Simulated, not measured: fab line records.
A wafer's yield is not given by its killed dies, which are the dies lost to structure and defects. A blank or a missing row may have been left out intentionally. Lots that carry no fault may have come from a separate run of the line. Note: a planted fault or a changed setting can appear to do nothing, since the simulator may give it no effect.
Matching of chambers    flow nand harc    pecvd-01 running NHARC_A_CONTACT_DEP_58: 3 sister chambers
The step deposits SiON, target thk 90 nm. 6 wafers are shown with their chamber, then 7 later ones without.

== WAFERS, EACH WITH ITS CHAMBER ==
wafer   chamber  heater power w (W)  rf fwd power W (W)
L085.6  2        655                 349.3
L086.3  2        756                 348.9
L086.4  0        684                 348.5
L086.5  1        811                 348.6
L089.2  1        872                 349.0
L089.5  0        691                 350.3

== WAFERS MISSING THEIR CHAMBER ==
wafer   heater power w (W)  rf fwd power W (W)
L089.6  892                 348.9
L091.1  729                 348.6
L091.3  714                 348.8
L091.4  711                 349.3
L090.1  939                 348.4
L090.2  651                 348.0
L090.4  645                 349.6

== EACH ONE'S CHAMBER ==
wafer   from the rows above           in truth
L089.6  1                             1
L091.1  can't be placed: 2 or 0 or 1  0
L091.3  can't be placed: 2 or 0       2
L091.4  can't be placed: 2 or 0       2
L090.1  1                             1
L090.2  can't be placed: 2 or 0       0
L090.4  can't be placed: 0 or 2       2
2 of 7 placed correctly. These rows do not allow placing 5 (true chamber among the candidates in 5). 0 placed wrongly.
How it was worked out, from the rows above alone: a wafer's distance from a chamber is the root of the sum, over the readings, of the square of ((its reading less the chamber's mean) divided by the reading's scatter). If the next closest chamber is less than 2 further off than the closest, the wafer can't be placed; otherwise it belongs to the closest. A chamber's mean is the mean of its shown wafers. How the scatter is found: for the shown wafers, subtract from each reading the mean of its chamber, square and add these, divide the total by (wafers less chambers), then take the root.
